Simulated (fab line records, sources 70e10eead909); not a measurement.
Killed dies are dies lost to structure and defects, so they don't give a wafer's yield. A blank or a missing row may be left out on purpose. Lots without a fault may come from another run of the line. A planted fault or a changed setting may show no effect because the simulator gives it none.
fab line records | flow nand_harc
record lots=5 wafers=15 last_day=23
route steps=1159 shown P_ZERO_WELL@44 END@1159
lots that met no fault: from a run of the same line without faults
start_h: hours from the record's first day to the start of the lot's first wafer shown | wait_h: hours since the lot's step before | " the same as in the row above | L1.1+2: a row that stands for several wafers | - no value, or no start given | * or withheld: withheld | < > ~ a bound
route shown NAME@n: a module of which the file shows steps, and the number in the route of the first | usual: mean/standard deviation of fault-free wafers | same: alike in all rows | chamber/n: place in a boat | sites: the reading at each site | _std_site: their standard deviation | _edge_site: outer sites' mean less inner sites' | radius_mm: how far each site lies from the wafer's centre | mask NAME#n: copy n | behind: the tool/chamber that last shaped the wafer | hold: why the lot was held/for how many hours/how that ended | device: the transistor (n, p or np) that didn't switch | end of line: the same wafers' tests at the end of the route | a step without rows: its recipe alone | killed: dies lost to structure and defects at the first sort, not the wafer's yield | map: a wafer's dies, x killed, . not, _ none there
set.NAME: the setting as run; set.NAME@STEP: as run at that earlier step | model.NAME: the simulator's own value behind a step, which no gauge read
lots at some steps of the route; a table a step, a row a wafer
services: from which hour (start_h, from the record's first day; less than 0 if before it) a tool's chamber was out of use, for how many hours, and why
## steps
# step NHARC_P_ZERO_WELL_CD_MEAS_37
# recipe target_cd_nm=720 landing_energy_ev=500
# usual cd_nm=720.0/1.8
# same landing_energy_ev=500
# columns lot.wafer tool chamber start_h wait_h cd_nm
L162.1 cd_sem-01 0 52.37 - 720.4
L162.3 " 0 " " 719.3
L162.5 " 0 " " 720.0
L167.2 cd_sem-02 0 81.85 - 723.3
L167.3 " 0 " " 718.2
L167.6 " 0 " " 722.0
L171.3 cd_sem-02 0 106.04 - 718.8
L171.4 " 0 " " 718.7
L171.6 " 0 " " 722.9
L172.2 cd_sem-01 0 112.01 - 720.6
L172.4 " 0 " " 717.5
L172.5 " 0 " " 718.9
L176.2 cd_sem-02 0 135.99 - 719.7
L176.3 " 0 " " 716.1
L176.5 " 0 " " 715.2
# step NHARC_P_ZERO_WELL_HARDBAKE_38
# recipe temp_c=125 time_s=80
# step NHARC_P_ZERO_WELL_DESCUM_39
# recipe time_s=3 o2_flow_sccm=200 ar_flow_sccm=0 bias_power_w=0 chemistry=O2
# usual drypump_motor_current_A=5.9/0.48 oes_product_au=1.000/0.015 rf_vpp_V=57.9/0.85 showerhead_plenum_p_Torr=1.93/0.086 throttle_valve_pct=11.311/0.0095
# columns lot.wafer tool chamber start_h wait_h drypump_motor_current_A oes_product_au rf_hours_counter_h rf_vpp_V showerhead_plenum_p_Torr throttle_valve_pct
L162.1 rie_diel-10 2 52.53 - 5.9 1.006 3 58.6 2.05 11.302
L162.3 " 0 " " 6.0 0.983 3 57.7 1.82 11.298
L162.5 " 3 " " 6.6 1.002 - 56.7 1.88 11.288
L167.2 rie_diel-13 0 82.02 - 5.4 0.978 11 59.2 1.96 11.316
L167.3 " 1 " " 6.3 1.002 11 58.0 2.05 11.323
L167.6 " 3 " " 6.1 1.002 - 57.6 1.81 11.311
L171.3 rie_diel-07 3 106.23 - 6.2 0.998 4 58.4 1.92 11.309
L171.6 " 2 " " 5.3 1.002 - 58.5 1.98 11.307
L171.4 " 3 " " 6.1 0.999 - 58.0 1.92 11.313
L172.2 rie_diel-10 1 112.18 - 5.2 1.001 8 58.2 1.97 11.297
L172.4 " 2 " " 5.9 1.011 8 59.8 2.05 11.311
L172.5 " 0 " " 6.0 0.982 - 57.4 1.82 11.297
L176.2 rie_diel-07 1 136.15 - 6.7 0.982 5 57.6 1.90 11.337
L176.3 " 3 " " 6.2 0.995 6 58.4 1.92 11.322
L176.5 " 1 " " 6.7 0.978 - 56.9 1.90 11.308
# step NHARC_P_ZERO_WELL_IMPLANT_40
# recipe energy_kev=300 dose_cm2=1e+13 tilt_deg=7
# step NHARC_P_ZERO_WELL_IMPLANT_59
# recipe energy_kev=120 dose_cm2=5e+12 tilt_deg=7
# step NHARC_P_ZERO_WELL_IMPLANT_60
# recipe energy_kev=30 dose_cm2=2e+12 tilt_deg=7
# step NHARC_P_ZERO_WELL_STRIP_41
# recipe time_s=840 temp_c=130 chemistry=SPM
# step NHARC_P_ZERO_WELL_DEHYDRATE_44
# recipe temp_c=150 time_s=120
# step NHARC_P_ZERO_WELL_HMDS_45
# recipe time_s=30
# step NHARC_P_ZERO_WELL_COAT_46
# recipe spin_rpm=withheld
# step NHARC_P_ZERO_WELL_SOFTBAKE_47
# recipe temp_c=122 time_s=95
# step NHARC_P_ZERO_WELL_EBR_48
# step NHARC_P_ZERO_WELL_EXPOSE_49
# recipe na=0.6 target_cd_nm=2000 dose_mj=22.64 mask_id=P_HVPW
# usual reticle_temp_C=23.02/0.12
# columns lot.wafer tool chamber start_h wait_h mask reticle_temp_C
L162.1 krf_scanner-04 0 53.86 - P_HVPW#0 22.90
L162.3 " 0 " " P_HVPW#0 23.04
L162.5 " 0 " " P_HVPW#0 22.94
L167.2 krf_scanner-02 0 83.22 - P_HVPW_R1#0 22.86
L167.3 " 0 " " P_HVPW_R1#0 23.03
L167.6 " 0 " " P_HVPW_R1#0 22.83
L171.3 krf_scanner-01 0 107.42 - P_HVPW#0 23.08
L171.4 " 0 " " P_HVPW#0 23.02
L171.6 " 0 " " P_HVPW#0 23.12
L172.2 krf_scanner-02 0 113.49 - P_HVPW#0 23.16
L172.4 " 0 " " P_HVPW#0 23.03
L172.5 " 0 " " P_HVPW#0 23.21
L176.2 krf_scanner-02 0 137.49 - P_HVPW#0 23.18
L176.3 " 0 " " P_HVPW#0 23.19
L176.5 " 0 " " P_HVPW#0 23.19
# step NHARC_P_ZERO_WELL_PEB_50
# recipe peb_temp_c=118 peb_time_s=85
# step NHARC_P_ZERO_WELL_DEVELOP_51
# recipe time_s=70
# step NHARC_P_ZERO_WELL_CD_MEAS_52
# recipe target_cd_nm=2000 landing_energy_ev=500
# usual cd_nm=1998.7/2
# same landing_energy_ev=500
# columns lot.wafer tool chamber start_h wait_h hold cd_nm
L162.1 cd_sem-01 0 54.02 - - 2000.1
L162.3 " 0 " " - 1996.3
L162.5 " 0 " " - 2001.0
L167.2 cd_sem-01 0 83.37 - await_dispo/0.2h/release 1721.1
L167.3 " 0 " " await_dispo/0.2h/release 1722.1
L167.6 " 0 " " await_dispo/0.2h/release 1720.5
L167.2 cd_sem-01 0 - - - 1720.7
L167.3 " 0 " " - 1722.3
L167.6 " 0 " " - 1720.8
L171.3 cd_sem-01 0 107.58 - - 1996.9
L171.4 " 0 " " - 1996.1
L171.6 " 0 " " - 2001.9
L172.2 cd_sem-01 0 113.66 - - 1999.3
L172.4 " 0 " " - 2002.4
L172.5 " 0 " " - 1998.5
L176.2 cd_sem-02 0 137.64 - - 1997.9
L176.3 " 0 " " - 2000.6
L176.5 " 0 " " - 2001.4
# step NHARC_END_SORT_01
# recipe temp_c=25
# usual defect_limited_yield=95.7/1.5 killed_at_array=25/10 killed_at_other=0.6/0.91 killed_at_periphery=3.6/2.9 killed_dies=29/10 killed_open=3.3/2 killed_short=1.9/1.5 sort_bin_2_pct=1.3/0.61 sort_bin_3_pct=0.26/0.19 sort_bin_4_pct=2.7/1 sort_n_pass=648/10 sort_rim_yield_pct=94/3.2 sort_yield_pct=95.7/1.5
# same gross_dies=677 sort_bin_5_pct[%]=0 sort_bin_6_pct[%]=0 sort_bin_7_pct[%]=0 sort_bin_8_pct[%]=0 sort_rim_n_gross=106.00
# columns lot.wafer tool chamber start_h wait_h defect_limited_yield[%] killed_at_array killed_at_other killed_at_periphery killed_dies killed_open killed_short sort_bin_2_pct[%] sort_bin_3_pct[%] sort_bin_4_pct[%] sort_n_pass sort_rim_yield_pct[%] sort_yield_pct[%]
L162.1 prober-01 0 491.64 2.5 95.0 29 1 4 34 2 1 1.8 0.44 2.8 643 97 95.0
L162.3 prober-01 0 493.26 3.1 94.1 37 1 2 40 5 3 1.8 0.59 3.5 637 98 94.1
L162.5 prober-01 0 494.87 3.7 94.4 34 1 3 38 2 3 1.0 0.59 4.0 639 89 94.4
L176.2 prober-01 0 560.12 2.8 96.5 20 0 4 24 4 1 1.3 0 2.2 653 95 96.5
L176.3 prober-01 0 560.93 3.1 95.6 30 0 0 30 2 0 1.5 0.15 2.8 647 96 95.6
L176.5 prober-01 0 562.54 3.7 96.8 22 0 0 22 1 3 0.7 0.44 2.1 655 92 96.8
# killed by level:class
L162.1 A_CHANNEL_HOLE_D1:chamber_film_flake=14 A_SLIT:chamber_film_flake=9 P_GATE:chamber_film_flake=2 A_CHANNEL_FILL_D1:geometric_particle:open=1 A_SLIT:geometric_particle:open=1 STARTING-WAFER:geometric_particle:short=1 P_STI:chamber_film_flake=1 P_BONDPAD:chamber_film_flake=1
L162.3 A_CHANNEL_HOLE_D1:chamber_film_flake=14 A_SLIT:chamber_film_flake=10 A_SOURCE_PLATE:geometric_particle:open=3 A_STAIRCASE:chamber_film_flake=2 A_CONTACT:chamber_film_flake=2 A_M1:chamber_film_flake=2 P_CONTACT:geometric_particle:short=1 A_ONON_D1:geometric_particle:short=1
L162.5 A_SLIT:chamber_film_flake=17 A_CHANNEL_HOLE_D1:chamber_film_flake=7 A_CONTACT:chamber_film_flake=3 P_M1:geometric_particle:short=1 A_ONON_D1:geometric_particle:short=1 A_CHANNEL_FILL_D1:geometric_particle:open=1 A_WL_FILL:geometric_particle:open=1 P_GATE:chamber_film_flake=1
L176.2 A_CHANNEL_HOLE_D1:chamber_film_flake=4 A_CONTACT:chamber_film_flake=4 P_GATE:chamber_film_flake=3 A_WL_FILL:chamber_film_flake=3 A_BLC:chamber_film_flake=3 A_ONON_D1:geometric_particle:open=1 A_CHANNEL_HOLE_D1:geometric_particle:open=1 A_CHANNEL_FILL_D1:geometric_particle:open=1
L176.3 A_CONTACT:chamber_film_flake=8 A_CHANNEL_HOLE_D1:chamber_film_flake=7 A_STAIRCASE:chamber_film_flake=4 A_BLC:chamber_film_flake=4 A_SGD_CUT:chamber_film_flake=2 A_WL_FILL:chamber_film_flake=2 A_BLC:geometric_particle:open=1 A_M0:geometric_particle:open=1
L176.5 A_CHANNEL_HOLE_D1:chamber_film_flake=9 A_BLC:chamber_film_flake=5 A_CONTACT:chamber_film_flake=3 A_SLIT:geometric_particle:short=1 A_WL_FILL:geometric_particle:short=1 A_CONTACT:geometric_particle:open=1 A_CONTACT:geometric_particle:short=1 A_SGD_CUT:chamber_film_flake=1
## services
# columns tool chamber start_h hours kind
rie_diel-07 0 30.20 - clean
rie_diel-07 1 30.20 - clean
rie_diel-07 2 30.20 - clean
rie_diel-07 3 30.20 - clean
rie_diel-10 0 33.13 - clean
rie_diel-10 1 33.13 - clean
rie_diel-10 2 33.13 - clean
rie_diel-10 3 33.13 - clean
krf_scanner-02 - 36.51 18.6 repair
rie_diel-07 - 51.20 9.0 pm
rie_diel-07 0 51.20 9.0 vent_cycle
rie_diel-07 1 51.20 9.0 vent_cycle
krf_scanner-04 - 54.36 4.5 repair
rie_diel-10 3 79.55 9.1 repair
krf_scanner-01 - 84.00 4.0 pm
rie_diel-07 - 85.47 0.1 repair
krf_scanner-04 - 89.32 19.1 repair
rie_diel-07 1 97.41 5.3 repair
krf_scanner-02 - 98.81 0.7 repair
rie_diel-13 - 99.00 9.0 pm
rie_diel-07 0 101.55 6.7 repair
rie_diel-10 0 104.16 1.7 repair
rie_diel-07 0 121.08 6.4 repair
krf_scanner-04 - 126.00 4.0 pm
## key
first_sign step=NHARC_P_ZERO_WELL_EXPOSE_49 reading=mask direction=changed
effect step=NHARC_P_ZERO_WELL_CD_MEAS_52 reading=visit direction=added
effect step=NHARC_P_ZERO_WELL_CD_MEAS_52 reading=cd_nm direction=down sigmas=99+ usual=1998.7 struck=1721.3
met_at NHARC_P_ZERO_WELL_EXPOSE_49
struck_wafers L167.2,L167.3,L167.6
scrapped_behind NHARC_P_ZERO_WELL_CD_MEAS_52 L167.2,L167.3,L167.6
fault kind=wrong_mask tool=any chamber=- onset_h=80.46 steps=NHARC_P_ZERO_WELL_EXPOSE_49 aux_copy=P_HVPW_R1#0 cd_offset_nm=-276.99 scope=struck_lots_only
